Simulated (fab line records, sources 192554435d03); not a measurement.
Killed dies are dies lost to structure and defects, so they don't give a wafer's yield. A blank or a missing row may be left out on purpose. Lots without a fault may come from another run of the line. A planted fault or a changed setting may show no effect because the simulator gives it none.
Which tool did it? | flow n5_finfet | 11 lots, 31 wafers sampled, at 5 steps of a route of 1938

WHAT THE GAUGES READ, wafer by wafer
N5_PASSIVATION_CD_MEAS_10: target cd 3000 nm. Usual: cd_nm 3001.0 nm, standard deviation 3.
lot  | measured     | on        | cd_nm (nm)           | flag
L798 | day 12 18:10 | cd_sem-02 | 3001.2 3002.7 2998.3 |
L797 | day 12 16:50 | cd_sem-03 | 2998.1 2998.8 2998.3 |
L799 | day 12 21:06 | cd_sem-03 | 2996.7 2997.5 3001.7 |
L803 | day 13 14:08 | cd_sem-01 | 3003.4 3006.4 3003.0 |
L806 | day 14 13:01 | cd_sem-03 | 3005.2 3005.1 3003.2 |
L809 | day 15 08:53 | cd_sem-02 | 3002.2 3003.7 3000.8 |
L811 | day 16 08:53 | cd_sem-01 | 3008.0 3003.4        |
L812 | day 16 16:57 | cd_sem-01 | 2999.2 2999.8        |
L816 | day 17 03:19 | cd_sem-02 | 3001.6 3001.7 3000.3 |
L817 | day 17 12:55 | cd_sem-02 | 3001.3 2995.8 3002.6 |
L819 | day 17 22:44 | cd_sem-02 | 3005.9 3002.7 3003.1 |

N5_PASSIVATION_OVL_MEAS_63. Usual: PAD_OVL -1 nm, standard deviation 6.5.
lot  | measured     | on         | PAD_OVL (nm) | flag
L798 | day 12 19:56 | overlay-01 | 6 5 -8       |
L797 | day 12 18:49 | overlay-02 | 15 12 12     |
L799 | day 12 22:34 | overlay-02 | -9 -6 -3     |
L803 | day 13 17:07 | overlay-02 | -6 -9 -5     |
L806 | day 14 14:29 | overlay-02 | 0 -10 -9     |
L809 | day 15 11:03 | overlay-02 | 237 242 239  | OFF
L811 | day 16 10:44 | overlay-01 | 239 230      | OFF
L812 | day 16 18:42 | overlay-02 | 242 240      | OFF
L816 | day 17 05:07 | overlay-02 | 9 -5 5       |
L817 | day 17 14:59 | overlay-01 | 5 10 6       |
L819 | day 18 00:26 | overlay-01 | -2 -2 -6     |

WHICH TOOL RAN EACH LOT (tool, then ch and the chambers of the sampled wafers, then the start)
lot  | N5_MIM_TOP_ETCH_ETCH_00           | N5_MIM_BOT_ETCH_STRIP_01           | N5_PASSIVATION_EXPOSE_27
L798 | rie_metal-01 ch 0,1, day 12 12:35 | rie_diel-04 ch 0,2,3, day 12 13:44 | krf_scanner-02 ch 0, day 12 19:44
L797 | rie_metal-01 ch 0,1, day 12 13:27 | rie_diel-03 ch 0,1,2, day 12 14:29 | krf_scanner-01 ch 0, day 12 18:36
L799 | rie_metal-02 ch 0,1, day 12 18:20 | rie_diel-02 ch 2,3, day 12 20:10   | krf_scanner-02 ch 0, day 12 22:22
L803 | rie_metal-01 ch 0,1, day 13 11:52 | rie_diel-04 ch 1,2,3, day 13 13:05 | krf_scanner-01 ch 0, day 13 16:55
L806 | rie_metal-01 ch 0, day 14 09:23   | rie_diel-02 ch 0,2, day 14 10:44   | krf_scanner-02 ch 0, day 14 14:17
L809 | rie_metal-03 ch 1, day 15 05:25   | rie_diel-03 ch 1,2,3, day 15 07:03 | krf_scanner-02 ch 0, day 15 10:50
L811 | rie_metal-03 ch 0,1, day 16 01:32 | rie_diel-03 ch 2,3, day 16 02:47   | krf_scanner-02 ch 0, day 16 10:31
L812 | rie_metal-03 ch 0,1, day 16 14:59 | rie_diel-02 ch 0,3, day 16 16:02   | krf_scanner-02 ch 0, day 16 18:30
L816 | rie_metal-01 ch 0,1, day 16 22:59 | rie_diel-04 ch 2,3, day 17 00:35   | krf_scanner-01 ch 0, day 17 04:56
L817 | rie_metal-01 ch 0,1, day 17 09:59 | rie_diel-03 ch 1,2,3, day 17 11:09 | krf_scanner-01 ch 0, day 17 14:47
L819 | rie_metal-02 ch 0,1, day 17 20:40 | rie_diel-02 ch 0,3, day 17 21:39   | krf_scanner-01 ch 0, day 18 00:14
- N5_MIM_TOP_ETCH_ETCH_00: etches TiN in Cl2/BCl3, target depth 38.5 nm.
- N5_MIM_BOT_ETCH_STRIP_01: strips in O2.
- N5_PASSIVATION_EXPOSE_27: exposes mask PAD, defocus 0 nm.

WHAT THE TOOLS THEMSELVES READ (means of the sampled wafers that have a number; where no wafer has one, the mark that the record gives instead)
N5_MIM_TOP_ETCH_ETCH_00. Usual: drypump_motor_current_A 5.9 A, standard deviation 0.38; he_backside_leak_sccm 3.30 sccm, standard deviation 0.25; oes_product_au 0.77 a.u., standard deviation 0.076; throttle_valve_pct 22.91 %, standard deviation 0.21.
lot  | tool         | drypump_motor_current_A (A) | he_backside_leak_sccm (sccm) | oes_product_au (a.u.) | throttle_valve_pct (%) | flag
L798 | rie_metal-01 | 5.9                         | 3.38                         | 0.77                  | 23.01                  |
L797 | rie_metal-01 | 5.9                         | 3.21                         | 0.77                  | 23.02                  |
L799 | rie_metal-02 | 5.6                         | 3.46                         | 0.84                  | 22.79                  |
L803 | rie_metal-01 | 5.7                         | 3.24                         | 0.73                  | 23.03                  |
L806 | rie_metal-01 | 5.5                         | 3.29                         | 0.72                  | 23.03                  |
L809 | rie_metal-03 | 6.0                         | 3.10                         | 0.74                  | 23.04                  |
L811 | rie_metal-03 | 6.2                         | 3.25                         | 0.86                  | 22.68                  |
L812 | rie_metal-03 | 6.2                         | 3.35                         | 0.85                  | 22.68                  |
L816 | rie_metal-01 | 5.7                         | 3.14                         | 0.72                  | 23.04                  |
L817 | rie_metal-01 | 6.0                         | 3.24                         | 0.74                  | 23.03                  |
L819 | rie_metal-02 | 5.6                         | 3.35                         | 0.80                  | 22.81                  |

N5_MIM_BOT_ETCH_STRIP_01. Usual: drypump_motor_current_A 5.8 A, standard deviation 0.44; oes_product_au 0.82 a.u., standard deviation 0.065; rf_vpp_V 3.8 V, standard deviation 1.1; showerhead_plenum_p_Torr 2.10 Torr, standard deviation 0.075; temp_c 60.03 C, standard deviation 0.12; throttle_valve_pct 16.54 %, standard deviation 0.14.
lot  | tool        | drypump_motor_current_A (A) | oes_product_au (a.u.) | rf_vpp_V (V) | showerhead_plenum_p_Torr (Torr) | temp_c (C) | throttle_valve_pct (%) | flag
L798 | rie_diel-04 | 5.8                         | 0.87                  | 3.8          | 2.10                            | 60.02      | 16.42                  |
L797 | rie_diel-03 | 5.6                         | 0.87                  | 4.5          | 2.07                            | 60.03      | 16.48                  |
L799 | rie_diel-02 | 6.0                         | 0.70                  | 3.8          | 2.04                            | 60.14      | 16.69                  |
L803 | rie_diel-04 | 5.9                         | 0.81                  | 4.1          | 2.08                            | 59.92      | 16.57                  |
L806 | rie_diel-02 | 5.9                         | 0.74                  | 4.7          | 2.02                            | 60.22      | 16.68                  |
L809 | rie_diel-03 | 5.7                         | 0.82                  | 3.4          | 2.09                            | 59.97      | 16.62                  |
L811 | rie_diel-03 | 5.4                         | 0.80                  | 3.4          | 2.06                            | 60.02      | 16.62                  |
L812 | rie_diel-02 | 6.1                         | 0.88                  | 2.5          | 2.12                            | 60.04      | 16.39                  |
L816 | rie_diel-04 | 5.8                         | 0.80                  | 3.5          | 2.02                            | 59.90      | 16.53                  |
L817 | rie_diel-03 | 5.7                         | 0.80                  | 2.8          | 2.08                            | 60.04      | 16.67                  |
L819 | rie_diel-02 | 6.2                         | 0.87                  | 4.0          | 2.12                            | 59.98      | 16.31                  |

THE ANSWER, worked out from the rows above alone
Rule: a lot is off if the mean of its wafers that have a number lies more than 3 standard deviations from the usual mean. A lot without any number at a reading at which 4 lots or more have one is off too. The other lots that the step has rows for count as sound. The gauges are gone through in route order, then the tools' own readings, and for those a lot's mean is taken as printed above. The first step at which some lot is off is used, and at that step the reading that is off furthest; a lot without a number counts as furthest.
Off: L809, L811, L812, at N5_PASSIVATION_OVL_MEAS_63 (PAD_OVL).
A tool fits if, at a process step before that reading, it ran every lot that is off, and no sound lot after the first of them. The gauges at N5_PASSIVATION_OVL_MEAS_63 are tried like those tools. Can't be told from this: 2 tools fit, rie_metal-03 at N5_MIM_TOP_ETCH_ETCH_00, krf_scanner-02 at N5_PASSIVATION_EXPOSE_27.

WHAT THE SIMULATOR HAD PUT IN
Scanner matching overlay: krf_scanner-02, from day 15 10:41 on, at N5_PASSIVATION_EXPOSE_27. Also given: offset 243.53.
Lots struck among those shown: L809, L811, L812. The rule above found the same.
